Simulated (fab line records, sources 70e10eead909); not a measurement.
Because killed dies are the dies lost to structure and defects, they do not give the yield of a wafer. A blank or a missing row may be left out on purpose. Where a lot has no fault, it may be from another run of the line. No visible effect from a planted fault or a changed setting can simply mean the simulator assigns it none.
Matching of chambers :: flow nand-harc :: 4 sister chambers for NHARC_A_SGD_CUT_CMP_21 on cmp-04
The step polishes, target thk 148.19 nm. 8 wafers are shown with their chamber, then 11 later ones without.

## WAFERS PAIRED WITH THEIR CHAMBERS
wafer: L087.6
chamber: 2
motor-current-A (A): 12.0
slurry-flow-ml-min: 150.1

wafer: L086.1
chamber: 3
motor-current-A (A): 11.0
slurry-flow-ml-min: 150.1

wafer: L086.2
chamber: 1
motor-current-A (A): 13.0
slurry-flow-ml-min: 150.4

wafer: L086.5
chamber: 2
motor-current-A (A): 12.4
slurry-flow-ml-min: 150.5

wafer: L089.2
chamber: 3
motor-current-A (A): 11.3
slurry-flow-ml-min: 149.8

wafer: L089.4
chamber: 0
motor-current-A (A): 12.3
slurry-flow-ml-min: 150.1

wafer: L089.5
chamber: 1
motor-current-A (A): 13.1
slurry-flow-ml-min: 150.2

wafer: L090.2
chamber: 0
motor-current-A (A): 11.5
slurry-flow-ml-min: 149.2

## WAFERS WHOSE CHAMBER IS MISSING
wafer: L090.5
motor-current-A (A): 12.8
slurry-flow-ml-min: 150.2

wafer: L090.6
motor-current-A (A): 12.7
slurry-flow-ml-min: 149.7

wafer: L091.1
motor-current-A (A): 13.0
slurry-flow-ml-min: 149.3

wafer: L091.2
motor-current-A (A): 11.3
slurry-flow-ml-min: 149.7

wafer: L091.3
motor-current-A (A): 12.5
slurry-flow-ml-min: 150.3

wafer: L093.4
motor-current-A (A): 11.5
slurry-flow-ml-min: 150.5

wafer: L093.5
motor-current-A (A): 10.6
slurry-flow-ml-min: 149.7

wafer: L093.6
motor-current-A (A): 12.1
slurry-flow-ml-min: 149.8

wafer: L094.1
motor-current-A (A): 12.6
slurry-flow-ml-min: 149.7

wafer: L094.3
motor-current-A (A): 12.8
slurry-flow-ml-min: 150.3

wafer: L094.6
motor-current-A (A): 12.8
slurry-flow-ml-min: 149.9

## THE CHAMBER EACH PASSED THROUGH
wafer: L090.5
from the rows above: can't be placed: 1 or 2
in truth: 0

wafer: L090.6
from the rows above: can't be placed: 1 or 2 or 0
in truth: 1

wafer: L091.1
from the rows above: can't be placed: 1 or 0 or 2
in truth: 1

wafer: L091.2
from the rows above: can't be placed: 3 or 0
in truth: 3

wafer: L091.3
from the rows above: can't be placed: 2 or 1 or 0
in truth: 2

wafer: L093.4
from the rows above: can't be placed: 3 or 2 or 0
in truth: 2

wafer: L093.5
from the rows above: 3
in truth: 3

wafer: L093.6
from the rows above: can't be placed: 0 or 2
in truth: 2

wafer: L094.1
from the rows above: can't be placed: 2 or 0 or 1
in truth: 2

wafer: L094.3
from the rows above: can't be placed: 1 or 2
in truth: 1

wafer: L094.6
from the rows above: can't be placed: 1 or 2 or 0
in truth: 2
1 of 11 placed correctly. Can't be placed from these rows: 10 (the true chamber is among the candidates in 9). Wrongly placed: 0.
How it was worked out, from the rows above alone: a wafer's distance from a chamber is the root of the sum, over the readings, of the square of ((its reading less the chamber's mean) divided by the reading's scatter). If the next closest chamber is less than 2 further off than the closest, the wafer can't be placed; otherwise it belongs to the closest. For every chamber, the mean is computed from those of its wafers that are shown. The scatter: take each reading less its chamber's mean, square it, sum over the shown wafers, divide by the number of wafers less the number of chambers, and take the root.
